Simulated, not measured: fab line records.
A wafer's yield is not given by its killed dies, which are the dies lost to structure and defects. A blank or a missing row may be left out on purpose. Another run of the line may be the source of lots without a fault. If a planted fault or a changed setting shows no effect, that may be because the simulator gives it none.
Matching of chambers + flow n5-finfet + rie-diel-06 running N5_SD_EPI_P_ETCH_36: 4 sister chambers
The step etches SiARC in CF4, target depth 45.5 nm, time 75.8 s. 20 wafers are shown with their chamber, then 10 later ones without.

WAFERS WITH THEIR CHAMBER
| wafer  | chamber | drypump-motor-current-A (A) | showerhead-plenum-p-Torr (Torr) | etch-rf-on-time-s (s) |
|--------|---------|-----------------------------|---------------------------------|-----------------------|
| L074.1 | 0       | 5.2                         | 1.99                            | 72.4                  |
| L074.2 | 2       | 6.1                         | 2.19                            | 77.3                  |
| L074.3 | 3       | 6.0                         | 2.06                            | 77.1                  |
| L074.4 | 1       | 6.5                         | 2.14                            | 72.7                  |
| L074.5 | 1       | 6.4                         | 2.14                            | 71.9                  |
| L074.6 | 2       | 6.1                         | 2.19                            | 77.7                  |
| L081.1 | 2       | 6.1                         | 2.19                            | 78.6                  |
| L081.3 | 3       | 6.0                         | 2.06                            | 77.1                  |
| L081.4 | 2       | 6.1                         | 2.19                            | 78.6                  |
| L085.2 | 1       | 6.5                         | 2.13                            | 73.9                  |
| L085.3 | 0       | 5.2                         | 1.99                            | 73.2                  |
| L085.4 | 0       | 5.2                         | 1.99                            | 73.5                  |
| L090.3 | 1       | 6.5                         | 2.12                            | 74.0                  |
| L090.4 | 0       | 5.2                         | 1.98                            | 73.6                  |
| L090.5 | 2       | 6.1                         | 2.19                            | 78.0                  |
| L091.1 | 2       | 6.1                         | 2.19                            | 77.5                  |
| L091.2 | 0       | 5.3                         | 1.98                            | 73.0                  |
| L091.3 | 1       | 6.5                         | 2.12                            | 74.1                  |
| L091.4 | 3       | 6.0                         | 2.05                            | 76.2                  |
| L091.5 | 2       | 6.1                         | 2.19                            | 77.5                  |

SIGNATURES, as means of the wafers listed above
| reading                  | chamber 0 | chamber 1 | chamber 2 | chamber 3 | scatter within a chamber |
|--------------------------|-----------|-----------|-----------|-----------|--------------------------|
| drypump-motor-current-A  | 5.220     | 6.480     | 6.100     | 6.000     | 0.0316                   |
| showerhead-plenum-p-Torr | 1.9860    | 2.1300    | 2.1900    | 2.0567    | 0.00606                  |
| etch-rf-on-time-s        | 73.140    | 73.320    | 77.886    | 76.800    | 0.66                     |
Rule: a wafer's distance from a chamber is the root of the sum, over the readings, of the square of ((its reading less the chamber's mean) divided by the reading's scatter). If the next closest chamber is less than 2 further off than the closest, the wafer can't be placed; otherwise it belongs to the closest. The scatter: the root of (the sum of the squares of (reading less its chamber's mean) over the shown wafers, divided by (wafers less chambers)).

WAFERS WITH NO CHAMBER GIVEN
| wafer  | drypump-motor-current-A (A) | showerhead-plenum-p-Torr (Torr) | etch-rf-on-time-s (s) |
|--------|-----------------------------|---------------------------------|-----------------------|
| L091.6 | 6.5                         | 2.12                            | 73.9                  |
| L092.1 | 5.2                         | 1.98                            | 73.8                  |
| L092.2 | 6.1                         | 2.19                            | 78.4                  |
| L092.6 | 5.2                         | 1.98                            | 74.2                  |
| L095.2 | 6.5                         | 2.12                            | 72.8                  |
| L095.5 | 6.5                         | 2.12                            | 72.7                  |
| L095.6 | 5.3                         | 1.98                            | 72.8                  |
| L097.2 | 5.3                         | 1.98                            | 73.9                  |
| L097.3 | 6.0                         | 2.05                            | 77.6                  |
| L097.6 | 6.0                         | 2.05                            | 76.9                  |

WHICH CHAMBER EACH ONE RAN IN
| wafer  | from the rows above | in truth |
|--------|---------------------|----------|
| L091.6 | 1                   | 1        |
| L092.1 | 0                   | 0        |
| L092.2 | 2                   | 2        |
| L092.6 | 0                   | 0        |
| L095.2 | 1                   | 1        |
| L095.5 | 1                   | 1        |
| L095.6 | 0                   | 0        |
| L097.2 | 0                   | 0        |
| L097.3 | 3                   | 3        |
| L097.6 | 3                   | 3        |
Correct placement for 10 of the 10. Left unplaced by these rows: 0. Wrongly placed: 0.
